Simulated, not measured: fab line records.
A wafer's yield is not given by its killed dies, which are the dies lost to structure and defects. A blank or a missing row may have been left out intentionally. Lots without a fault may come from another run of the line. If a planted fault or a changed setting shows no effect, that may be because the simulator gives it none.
Split-lot study ; flow n5Finfet ; 21 wafers read from 7 lots, route of 1938 steps

== THE SPLIT ITSELF ==
At N5_BEOL_M7_HM_DEP_02 (deposits TiN, target thk 20 nm), the setting targetThkA was moved away from the recipe's 200 angstrom on 6 of the 21 wafers read, by -11.4% to +3.5%. The other wafers ran this setting at the recipe's value.

== FROM THE SPLIT TO THE READING: what the file shows between them, 8 steps ==
- N5_BEOL_M7_COAT_59: time 60 s, resist thk 100 nm
- N5_BEOL_M7_COAT_60: time 60 s, resist thk 35 nm
- N5_BEOL_M7_STRIP_68: strips in N2/H2
- N5_BEOL_M7_STRIP_67: strips in CF4
- N5_BEOL_M7_HM_OPEN_17: chemistry Cl2/BCl3, target TiN, target depth 20 nm, overetch 6 nm
- N5_BEOL_M7_STRIP_19: strips in O2
- N5_BEOL_M7_STRIP_76: strips in C4F6/O2
- N5_BEOL_M7_STRIP_36: strips in N2/H2

== THE READING ==
TiN_of_BEOL_M7_HM_DEP_02.thkNm (the simulator's own value, which no gauge read), in nm, at N5_BEOL_M7_TRENCH_ETCH_37 (etches SiCOH lowk in C4F6/O2, target depth 93.478 nm, time 31.2 s). There is no usual value for it anywhere in the file. Average 17.4 nm, standard deviation 0.21 nm, over the 15 wafers here run with the recipe.

wafer;tool, chamber at the split;targetThkA as run, angstrom;against the recipe;TiN_of_BEOL_M7_HM_DEP_02.thkNm, nm;against lot-mates on the recipe
L074.2;pvdSputter-03, -;207.1;+3.5%;18.4;+1.0
L074.3;pvdSputter-03, -;200;recipe;17.4;-
L074.6;pvdSputter-03, -;207.1;+3.5%;18;+0.6
L075.2;pvdSputter-03, -;200;recipe;17;-
L075.3;pvdSputter-03, -;200;recipe;17.2;-
L075.6;pvdSputter-03, -;200;recipe;17.4;-
L084.1;pvdSputter-03, -;180.5;-9.8%;15.4;-1.8
L084.5;pvdSputter-03, -;180.5;-9.8%;15.2;-2.0
L084.6;pvdSputter-03, -;200;recipe;17.2;-
L087.3;pvdSputter-03, -;200;recipe;17.2;-
L087.4;pvdSputter-03, -;200;recipe;17.2;-
L087.6;pvdSputter-03, -;177.2;-11.4%;15.2;-2.0
L085.2;pvdSputter-03, -;200;recipe;17.8;-
L085.4;pvdSputter-03, -;200;recipe;17.4;-
L085.6;pvdSputter-03, -;200;recipe;17.4;-
L090.2;pvdSputter-03, -;200;recipe;17.4;-
L090.3;pvdSputter-03, -;200;recipe;17.8;-
L090.5;pvdSputter-03, -;184.6;-7.7%;15.8;-1.8
L088.1;pvdSputter-01, -;200;recipe;17.4;-
L088.4;pvdSputter-01, -;200;recipe;17.4;-
L088.3;pvdSputter-01, -;200;recipe;17.2;-

THE FIT
A straight line over all 21 wafers: TiN_of_BEOL_M7_HM_DEP_02.thkNm changes by +0.206 nm for each +1% of targetThkA; r = +0.97; the points scatter about the line by 0.21 nm.
The same after taking each lot's own level away (the mean of its wafers on the recipe; 21 wafers): +0.197 nm for each +1%; r = +0.98; scatter 0.17 nm.
According to that fit, moving targetThkA by its largest amount changes the reading by 2.2 nm.
The span of the lots' own levels, 17.20 to 17.60 nm, comes to 1.9 times the standard deviation stated above.
The two slopes agree, so the slope changes little with the lot-to-lot level.
Check: with one of the wafers moved furthest among these (-11.4%) left out of the fit, the line predicts -2.35 nm for it against its lot-mates. It came out at -2 nm against them.

== FURTHER SPLITS ON THESE WAFERS ==
Note: prior to the reading, these wafers also went through further splits. Each is held against what the fit with the lots' levels taken away leaves over:
other split on the same wafers;wafers away from the commonest value;r with TiN_of_BEOL_M7_HM_DEP_02.thkNm (lot level and that fit taken away)
N5_BEOL_M6_COAT_64 spinRpm;9;+0.42
N5_BEOL_M6_EXPOSE_25 doseMj;7;+0.07

== THE WHOLE CHAIN: every reading that the file lists as answering this split, in the file's order ==
step;what it does;reading;change (the file's fit);r (the file's)
N5_BEOL_M7_HM_DEP_02;deposits TiN, target thk 20 nm;TiN_of_BEOL_M7_HM_DEP_02.thkNm (the simulator's own value, which no gauge read);+0.194 nm for each +1% of the setting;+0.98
N5_BEOL_M7_HM_OPEN_17;chemistry Cl2/BCl3, target TiN, target depth 20 nm, overetch 6 nm;etch.depthNm (the simulator's own value, which no gauge read);+0.198 nm for each +1% of the setting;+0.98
N5_BEOL_M7_TRENCH_ETCH_37;etches SiCOH lowk in C4F6/O2, target depth 93.478 nm, time 31.2 s;TiN_of_BEOL_M7_HM_DEP_02.thkNm (the simulator's own value, which no gauge read);+0.195 nm for each +1% of the setting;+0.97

== THE FILE'S OWN FIT ==
TiN_of_BEOL_M7_HM_DEP_02.thkNm changes by +0.195 nm for each +1% of targetThkA, r = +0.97.
